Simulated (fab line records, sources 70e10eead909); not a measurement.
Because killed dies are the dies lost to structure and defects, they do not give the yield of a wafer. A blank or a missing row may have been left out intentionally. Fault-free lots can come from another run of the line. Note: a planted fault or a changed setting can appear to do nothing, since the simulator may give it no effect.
What tool caused it? :: flow nand_harc :: 39 wafers from 13 lots sampled at 6 of the route's 1159 steps

WHAT EACH GAUGE READ, for each wafer
NHARC_A_M0_INSPECT_27.
lot: L731
measured: day 17 22:41
on: defect_inspect-02
raw_defect_count: 544 412 446

lot: L734
measured: day 17 23:58
on: defect_inspect-01
raw_defect_count: 491 374 407

lot: L730
measured: day 18 02:02
on: defect_inspect-02
raw_defect_count: 365 301 319

lot: L735
measured: day 18 18:20
on: defect_inspect-01
raw_defect_count: 575 536 468

lot: L733
measured: day 18 21:36
on: defect_inspect-01
raw_defect_count: 498 363 343

lot: L736
measured: day 19 09:04
on: defect_inspect-02
raw_defect_count: 375 460 624

lot: L743
measured: day 20 15:56
on: defect_inspect-01
raw_defect_count: 283 400 336

lot: L746
measured: day 21 20:31
on: defect_inspect-01
raw_defect_count: 370 353 411

lot: L748
measured: day 21 20:57
on: defect_inspect-01
raw_defect_count: 425 439 491

lot: L751
measured: day 22 08:59
on: defect_inspect-01
raw_defect_count: 373 442 292

lot: L749
measured: day 22 09:41
on: defect_inspect-01
raw_defect_count: 265 291 294

lot: L750
measured: day 22 16:40
on: defect_inspect-02
raw_defect_count: 701 335 446

lot: L753
measured: day 23 02:55
on: defect_inspect-02
raw_defect_count: 584 676 363

NHARC_A_M1_OVL_MEAS_10: pitch 240 nm.
lot: L731
measured: day 18 00:09
on: overlay-01
overlay_x_nm (nm): -1.0 -0.8 -0.9
overlay_y_nm (nm): -0.9 -0.5 -0.9

lot: L734
measured: day 18 01:28
on: overlay-01
overlay_x_nm (nm): 0.1 0.7 0.1
overlay_y_nm (nm): 0.0 -0.6 0.2

lot: L730
measured: day 18 03:32
on: overlay-01
overlay_x_nm (nm): 0.3 0.6 0.5
overlay_y_nm (nm): -1.0 -0.6 -1.4

lot: L735
measured: day 18 19:49
on: overlay-02
overlay_x_nm (nm): 1.0 0.6 1.4
overlay_y_nm (nm): 0.3 0.6 0.1

lot: L733
measured: day 18 23:23
on: overlay-01
overlay_x_nm (nm): -0.2 -0.4 0.5
overlay_y_nm (nm): -0.2 -0.2 -0.2

lot: L736
measured: day 19 10:42
on: overlay-02
overlay_x_nm (nm): 1.2 1.3 1.4
overlay_y_nm (nm): -0.7 -0.6 -0.3

lot: L743
measured: day 20 17:25
on: overlay-02
overlay_x_nm (nm): 0.1 0.2 -0.1
overlay_y_nm (nm): -1.3 -0.4 -1.0

lot: L746
measured: day 21 21:59
on: overlay-02
overlay_x_nm (nm): 0.4 0.3 0.8
overlay_y_nm (nm): -1.2 -0.7 -0.8

lot: L748
measured: day 21 22:19
on: overlay-02
overlay_x_nm (nm): 0.7 0.4 0.7
overlay_y_nm (nm): 0.2 0.3 -0.2

lot: L751
measured: day 22 10:28
on: overlay-02
overlay_x_nm (nm): -0.7 0.1 0.3
overlay_y_nm (nm): -0.8 -0.4 0.1

lot: L749
measured: day 22 11:17
on: overlay-01
overlay_x_nm (nm): 0.0 0.7 0.7
overlay_y_nm (nm): 0.9 1.7 1.3

lot: L750
measured: day 22 18:08
on: overlay-02
overlay_x_nm (nm): 1.5 1.8 1.4
overlay_y_nm (nm): -0.9 -0.7 -1.1

lot: L753
measured: day 23 04:25
on: overlay-02
overlay_x_nm (nm): -0.2 -0.1 -0.2
overlay_y_nm (nm): 1.6 0.9 1.3

NHARC_A_M1_INSPECT_11.
lot: L731
measured: day 18 00:11
on: defect_inspect-01
raw_defect_count: 22 25 16

lot: L734
measured: day 18 01:30
on: defect_inspect-01
raw_defect_count: 4 9 8

lot: L730
measured: day 18 03:34
on: defect_inspect-01
raw_defect_count: 31 38 27

lot: L735
measured: day 18 19:51
on: defect_inspect-01
raw_defect_count: 939 1002 41

lot: L733
measured: day 18 23:25
on: defect_inspect-01
raw_defect_count: 24 21 27

lot: L736
measured: day 19 10:44
on: defect_inspect-01
raw_defect_count: 937 36 40

lot: L743
measured: day 20 17:27
on: defect_inspect-02
raw_defect_count: 42 47 44

lot: L746
measured: day 21 22:02
on: defect_inspect-02
raw_defect_count: 55 56 63

lot: L748
measured: day 21 22:21
on: defect_inspect-01
raw_defect_count: 52 37 31

lot: L751
measured: day 22 10:31
on: defect_inspect-02
raw_defect_count: 24 22 21

lot: L749
measured: day 22 11:20
on: defect_inspect-02
raw_defect_count: 52 48 52

lot: L750
measured: day 22 18:11
on: defect_inspect-02
raw_defect_count: 46 63 55

lot: L753
measured: day 23 04:28
on: defect_inspect-02
raw_defect_count: 38 37 37

NHARC_END_SORT_01.
lot: L735
measured: day 20 09:37
on: prober-01
defect_limited_yield (%): 88.5 88.6 93.1
killed_at_array: 77 73 43
killed_at_other: 0 0 0
killed_at_periphery: 1 4 4
killed_dies: 78 77 47
killed_open: 4 4 5
killed_short: 0 1 2
sort_bin_2_pct (%): 3.2 3.8 2.5
sort_bin_3_pct (%): 2.95 2.81 0.15
sort_bin_4_pct (%): 5.3 4.7 4.3
sort_n_pass: 599 600 630
sort_rim_yield_pct (%): 79.2 80.2 95.3
sort_yield_pct (%): 88.5 88.6 93.1

lot: L736
measured: day 20 23:05
on: prober-01
defect_limited_yield (%): 88.5 95.3 94.5
killed_at_array: 75 30 33
killed_at_other: 1 0 0
killed_at_periphery: 2 2 4
killed_dies: 78 32 37
killed_open: 4 1 4
killed_short: 3 0 2
sort_bin_2_pct (%): 3.7 1.6 2.4
sort_bin_3_pct (%): 2.81 0.30 0.15
sort_bin_4_pct (%): 5.0 2.8 3.0
sort_n_pass: 599 645 640
sort_rim_yield_pct (%): 81.1 92.5 96.2
sort_yield_pct (%): 88.5 95.3 94.5

lot: L743
measured: day 22 01:51
on: prober-02
defect_limited_yield (%): 95.1 93.8 93.8
killed_at_array: 29 39 38
killed_at_other: 1 1 0
killed_at_periphery: 3 2 4
killed_dies: 33 42 42
killed_open: 2 1 2
killed_short: 0 4 0
sort_bin_2_pct (%): 1.9 2.4 1.5
sort_bin_3_pct (%): 0.15 0.15 0.44
sort_bin_4_pct (%): 2.8 3.7 4.3
sort_n_pass: 644 635 635
sort_rim_yield_pct (%): 97.2 92.5 97.2
sort_yield_pct (%): 95.1 93.8 93.8

lot: L748
measured: day 23 16:17
on: prober-01
defect_limited_yield (%): 94.4
killed_at_array: 35
killed_at_other: 1
killed_at_periphery: 2
killed_dies: 38
killed_open: 3
killed_short: 2
sort_bin_2_pct (%): 1.6
sort_bin_3_pct (%): 0.30
sort_bin_4_pct (%): 3.7
sort_n_pass: 639
sort_rim_yield_pct (%): 92.5
sort_yield_pct (%): 94.4

lot: L749
measured: day 24 04:02
on: prober-01
defect_limited_yield (%): 93.1 92.5 92.9
killed_at_array: 47 48 47
killed_at_other: 0 0 1
killed_at_periphery: 0 3 0
killed_dies: 47 51 48
killed_open: 4 3 1
killed_short: 1 5 5
sort_bin_2_pct (%): 2.8 3.0 2.5
sort_bin_3_pct (%): 0.30 0.15 0.30
sort_bin_4_pct (%): 3.8 4.4 4.3
sort_n_pass: 630 626 629
sort_rim_yield_pct (%): 96.2 85.8 98.1
sort_yield_pct (%): 93.1 92.5 92.9

EACH LOT AND THE TOOL THAT RAN IT (in order: tool; ch and the chambers of the sampled wafers; start)
lot: L731
NHARC_A_M0_DEP_32: pecvd-04 ch 0,2, day 17 22:50
NHARC_A_M1_DEP_00: pecvd-04 ch 0,1, day 17 23:14

lot: L734
NHARC_A_M0_DEP_32: pecvd-03 ch 0,1,2, day 18 00:07
NHARC_A_M1_DEP_00: pecvd-04 ch 0,1,2, day 18 00:45

lot: L730
NHARC_A_M0_DEP_32: pecvd-03 ch 0,1,2, day 18 02:11
NHARC_A_M1_DEP_00: pecvd-03 ch 0,2, day 18 02:38

lot: L735
NHARC_A_M0_DEP_32: pecvd-02 ch 0,1,2, day 18 18:28
NHARC_A_M1_DEP_00: pecvd-04 ch 0,1, day 18 18:53

lot: L733
NHARC_A_M0_DEP_32: pecvd-04 ch 0,1,2, day 18 22:16
NHARC_A_M1_DEP_00: pecvd-02 ch 0,1,2, day 18 22:41

lot: L736
NHARC_A_M0_DEP_32: pecvd-03 ch 2, day 19 09:19
NHARC_A_M1_DEP_00: pecvd-04 ch 0,1, day 19 09:47

lot: L743
NHARC_A_M0_DEP_32: pecvd-03 ch 0,2, day 20 16:07
NHARC_A_M1_DEP_00: pecvd-02 ch 0,1,2, day 20 16:29

lot: L746
NHARC_A_M0_DEP_32: pecvd-04 ch 0,1,2, day 21 20:42
NHARC_A_M1_DEP_00: pecvd-03 ch 0,1, day 21 21:04

lot: L748
NHARC_A_M0_DEP_32: pecvd-02 ch 0,1,2, day 21 21:09
NHARC_A_M1_DEP_00: pecvd-03 ch 0,1,2, day 21 21:36

lot: L751
NHARC_A_M0_DEP_32: pecvd-04 ch 0,1,2, day 22 09:13
NHARC_A_M1_DEP_00: pecvd-03 ch 0,2, day 22 09:36

lot: L749
NHARC_A_M0_DEP_32: pecvd-03 ch 0,2, day 22 09:54
NHARC_A_M1_DEP_00: pecvd-04 ch 0,1,2, day 22 10:23

lot: L750
NHARC_A_M0_DEP_32: pecvd-03 ch 0,1, day 22 16:48
NHARC_A_M1_DEP_00: pecvd-04 ch 0,1, day 22 17:17

lot: L753
NHARC_A_M0_DEP_32: pecvd-02 ch 1,2, day 23 03:04
NHARC_A_M1_DEP_00: pecvd-04 ch 1,2, day 23 03:29
- NHARC_A_M0_DEP_32: deposits SiCN, target thk 30 nm.
- NHARC_A_M1_DEP_00: deposits SiOC, target thk 182.5 nm.

WHAT THE TOOLS THEMSELVES READ (means of the sampled wafers that have a number; where no wafer has one, the mark that the record gives instead)
NHARC_A_M0_DEP_32.
lot: L731
tool: pecvd-04
heater_power_w (W): 677

lot: L734
tool: pecvd-03
heater_power_w (W): 615

lot: L730
tool: pecvd-03
heater_power_w (W): 624

lot: L735
tool: pecvd-02
heater_power_w (W): 634

lot: L733
tool: pecvd-04
heater_power_w (W): 572

lot: L736
tool: pecvd-03
heater_power_w (W): 788

lot: L743
tool: pecvd-03
heater_power_w (W): 573

lot: L746
tool: pecvd-04
heater_power_w (W): 592

lot: L748
tool: pecvd-02
heater_power_w (W): 656

lot: L751
tool: pecvd-04
heater_power_w (W): 643

lot: L749
tool: pecvd-03
heater_power_w (W): 662

lot: L750
tool: pecvd-03
heater_power_w (W): 520

lot: L753
tool: pecvd-02
heater_power_w (W): 577

THE ANSWER, worked out from the rows above alone
Rule: the usual values come from the lots themselves. Put in order of their means at a reading, lots are off if they are a third of the lots or fewer, leave a main group of 4 or more, and stand apart from it by a gap of 3 or more times the standard deviation of the main group's means; of several such gaps the widest counts. A main group whose means are all the same, to the digits that the tables above print for the reading, isn't used. Also off: a lot with no number at a reading for which 4 or more lots have one. Any other lot the step has rows for is counted as sound. The gauges are gone through in route order, then the tools' own readings, and for those a lot's mean is taken as printed above. The first step at which some lot is off is used, and at that step the reading that is off furthest; a lot without a number counts as furthest.
Off, at NHARC_A_M1_INSPECT_11 on raw_defect_count: L735, L736. For the main group the mean is 36 and the standard deviation 15.
If a tool, at a process step before that reading, ran all the lots that are off and no sound lot after the first of them, it fits. Those tools and the gauges at NHARC_A_M1_INSPECT_11 are tried in the same way. None of those tried fits.

WHAT THE SIMULATOR HAD INSERTED
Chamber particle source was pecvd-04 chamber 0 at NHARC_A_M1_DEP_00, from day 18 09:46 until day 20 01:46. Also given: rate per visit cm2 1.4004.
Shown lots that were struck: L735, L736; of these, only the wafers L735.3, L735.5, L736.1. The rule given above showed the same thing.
